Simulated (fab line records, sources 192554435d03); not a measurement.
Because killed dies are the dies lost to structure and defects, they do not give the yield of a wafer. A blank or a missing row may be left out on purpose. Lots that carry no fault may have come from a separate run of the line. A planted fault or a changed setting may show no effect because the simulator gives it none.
What tool caused it? | flow n5Finfet | 29 wafers from 10 lots sampled at 4 of the route's 1938 steps

WHAT THE GAUGES SHOWED, per wafer
N5_PASSIVATION_OVL_MEAS_66. Usual: PASS_OPEN_OVL 0 nm, standard deviation 4.5.
lot  | measured     | on         | PASS_OPEN_OVL (nm) | flag
L660 | day 11 19:29 | overlay-01 | -4 1 -9            | 
L661 | day 11 20:22 | overlay-01 | 3 -2 1             | 
L662 | day 12 14:41 | overlay-01 | 6 1 5              | 
L663 | day 12 06:58 | overlay-01 | -7 -1 -2           | 
L664 | day 12 16:05 | overlay-01 | 6 6 3              | 
L666 | day 13 09:08 | overlay-02 | 1 -3 5             | 
L675 | day 15 05:25 | overlay-01 | 5 1 6              | 
L677 | day 16 04:53 | overlay-02 | 8 3                | 
L680 | day 16 19:26 | overlay-02 | -3 4 -1            | 
L681 | day 17 02:56 | overlay-01 | -6 -8 -4           | 

WHICH TOOL RAN EACH LOT (tool, then ch and the chambers of the sampled wafers, then the start)
lot  | N5_BEOL_M9_ETCH_65                | N5_MIM_TOP_ALD_01                          | N5_MIM_BOT_ETCH_ETCH_04
L660 | rieDiel-06 ch 0,1,3, day 9 15:28  | aldHk-02 ch 0,2,3, day 11 12:13 or earlier | rieDiel-02 ch 0,1,3, day 11 12:13
L661 | rieDiel-03 ch 0,1,3, day 9 18:52  | aldHk-01 ch 0,2, day 11 12:27 or earlier   | rieDiel-04 ch 0,1,2, day 11 12:27
L662 | rieDiel-06 ch 0,1, day 10 04:01   | aldHk-01 ch 0,1,2, day 12 09:05 or earlier | rieDiel-02 ch 0,1, day 12 09:05
L663 | rieDiel-06 ch 0,2,3, day 10 06:16 | aldHk-02 ch 1,2, day 12 02:22 or earlier   | rieDiel-04 ch 0,1,3, day 12 02:22
L664 | rieDiel-06 ch 1,2,3, day 10 12:41 | aldHk-03 ch 1,2, day 12 10:45 or earlier   | rieDiel-02 ch 0,1, day 12 10:45
L666 | rieDiel-06 ch 2,3, day 10 21:29   | aldHk-03 ch 0,2,3, day 13 03:47 or earlier | rieDiel-01 ch 2,3, day 13 03:47
L675 | rieDiel-05 ch 0,1,3, day 13 01:21 | aldHk-02 ch 1,3, day 14 23:49 or earlier   | rieDiel-01 ch 0,1, day 14 23:49
L677 | rieDiel-05 ch 0,1, day 14 02:58   | aldHk-03 ch 0,1, day 15 22:13 or earlier   | rieDiel-04 ch 1,3, day 15 22:13
L680 | rieDiel-03 ch 0,2,3, day 14 17:52 | aldHk-02 ch 0,2,3, day 16 14:48 or earlier | rieDiel-01 ch 0,2,3, day 16 14:48
L681 | rieDiel-06 ch 0,2,3, day 14 21:45 | aldHk-02 ch 1,3, day 16 18:06 or earlier   | rieDiel-01 ch 1,3, day 16 18:06
- N5_BEOL_M9_ETCH_65: etches SiARC in CF4, target depth 15.6 nm, time 26 s.
- N5_MIM_TOP_ALD_01: deposits HfO2, target thk 5.6 nm, pulse time 1 s, purge time 3 s.
- N5_MIM_BOT_ETCH_ETCH_04: etches SiNx in CF4/O2, target depth 26 nm, time 13 s.

AS READ BY THE TOOLS THEMSELVES (means over the sampled wafers that have a number; for cases with no such wafer, the mark the record gives instead)
N5_BEOL_M9_ETCH_65. Usual: cf4FlowSccm 99.9 sccm, standard deviation 0.31; chamberPressureMTorr 40.00 mTorr, standard deviation 0.039; drypumpMotorCurrentA 5.7 A, standard deviation 0.3; etchRfOnTimeS 25.8 s, standard deviation 0.67; oesProductAu 0.64 a.u., standard deviation 0.059; rfVppV 183.9 V, standard deviation 1.1; showerheadPlenumPTorr 2.14 Torr, standard deviation 0.065; throttleValvePct 15.74 %, standard deviation 0.18.
lot  | tool       | cf4FlowSccm (sccm) | chamberPressureMTorr (mTorr) | drypumpMotorCurrentA (A) | etchRfOnTimeS (s) | oesProductAu (a.u.) | rfVppV (V) | showerheadPlenumPTorr (Torr) | throttleValvePct (%) | flag
L660 | rieDiel-06 | 100.0              | 40.02                        | 5.8                      | 26.0              | 0.67                | 184.0      | 2.18                         | 15.79                | 
L661 | rieDiel-03 | 100.1              | 39.99                        | 5.7                      | 25.7              | 0.61                | 183.3      | 2.10                         | 15.80                | 
L662 | rieDiel-06 | 100.1              | 40.03                        | 5.8                      | 26.2              | 0.62                | 184.6      | 2.17                         | 15.87                | 
L663 | rieDiel-06 | 99.8               | 39.98                        | 5.7                      | 26.1              | 0.65                | 184.0      | 2.15                         | 15.73                | 
L664 | rieDiel-06 | 100.1              | 39.99                        | 5.7                      | 26.4              | 0.65                | 183.5      | 2.17                         | 15.70                | 
L666 | rieDiel-06 | 99.7               | 40.01                        | 5.7                      | 26.0              | 0.69                | 183.7      | 2.15                         | 15.67                | 
L675 | rieDiel-05 | 100.2              | 39.98                        | 5.9                      | 25.9              | 0.65                | 184.1      | 2.15                         | 15.70                | 
L677 | rieDiel-05 | 100.0              | 39.98                        | 5.8                      | 25.2              | 0.62                | 184.2      | 2.09                         | 15.74                | 
L680 | rieDiel-03 | 99.5               | 40.00                        | 5.4                      | 25.7              | 0.64                | 183.6      | 2.17                         | 15.72                | 
L681 | rieDiel-06 | 100.0              | 40.01                        | 5.7                      | 26.3              | 0.72                | 183.9      | 2.13                         | 15.62                | 

N5_MIM_TOP_ALD_01. Usual: precursorPulseHeightRel at 1.002, with a standard deviation of 0.02.
lot  | tool     | precursorPulseHeightRel | flag
L660 | aldHk-02 | 1.000                   | 
L661 | aldHk-01 | 1.012                   | 
L662 | aldHk-01 | 0.994                   | 
L663 | aldHk-02 | 0.992                   | 
L664 | aldHk-03 | 1.012                   | 
L666 | aldHk-03 | 1.014                   | 
L675 | aldHk-02 | 1.009                   | 
L677 | aldHk-03 | 1.008                   | 
L680 | aldHk-02 | 0.992                   | 
L681 | aldHk-02 | 0.993                   | 

N5_MIM_BOT_ETCH_ETCH_04. Usual: cf4FlowSccm 100.06 sccm, standard deviation 0.29; chamberPressureMTorr 40.01 mTorr, standard deviation 0.034; drypumpMotorCurrentA 5.9 A, standard deviation 0.39; oesProductAu 0.82 a.u., standard deviation 0.072; rfVppV 240 V, standard deviation 4.2; showerheadPlenumPTorr 2.21 Torr, standard deviation 0.044; throttleValvePct 15.97 %, standard deviation 0.23.
lot  | tool       | cf4FlowSccm (sccm) | chamberPressureMTorr (mTorr) | drypumpMotorCurrentA (A) | oesProductAu (a.u.) | rfVppV (V) | showerheadPlenumPTorr (Torr) | throttleValvePct (%) | flag
L660 | rieDiel-02 | 100.26             | 40.00                        | 5.9                      | 0.74                | 241        | 2.23                         | 16.13                | 
L661 | rieDiel-04 | 100.14             | 40.02                        | 6.0                      | 0.87                | 237        | 2.21                         | 15.77                | 
L662 | rieDiel-02 | 100.20             | 40.00                        | 6.2                      | 0.79                | 237        | 2.22                         | 16.12                | 
L663 | rieDiel-04 | 99.64              | 40.03                        | 5.9                      | 0.87                | 238        | 2.17                         | 15.82                | 
L664 | rieDiel-02 | 100.05             | 40.01                        | 6.0                      | 0.76                | 237        | 2.19                         | 16.14                | 
L666 | rieDiel-01 | 99.97              | 39.96                        | 5.9                      | 0.82                | 247        | 2.22                         | 16.19                | 
L675 | rieDiel-01 | 99.97              | 39.99                        | 5.8                      | 0.87                | 241        | 2.27                         | 15.92                | 
L677 | rieDiel-04 | 100.04             | 40.01                        | 5.8                      | 0.81                | 238        | 2.13                         | 16.05                | 
L680 | rieDiel-01 | 99.81              | 40.04                        | 6.0                      | 0.82                | 244        | 2.26                         | 16.10                | 
L681 | rieDiel-01 | 99.70              | 40.01                        | 5.7                      | 0.80                | 242        | 2.21                         | 16.12                | 

THE ANSWER, worked out from the rows above alone
Rule: a lot counts as off when the mean over its wafers that have a number is more than 3 standard deviations away from the usual mean. Also off: a lot with no number at a reading for which 4 or more lots have one. Any other lot the step has rows for is counted as sound. Order of review: gauges by route order, followed by the tools' own readings, for which a lot's mean as printed above is used. At the first step where some lot is off, the reading lying furthest off is the one used; lots without a number count as furthest.
None of the lots is off at any reading shown; this tells nothing.

WHAT THE SIMULATOR PUT IN
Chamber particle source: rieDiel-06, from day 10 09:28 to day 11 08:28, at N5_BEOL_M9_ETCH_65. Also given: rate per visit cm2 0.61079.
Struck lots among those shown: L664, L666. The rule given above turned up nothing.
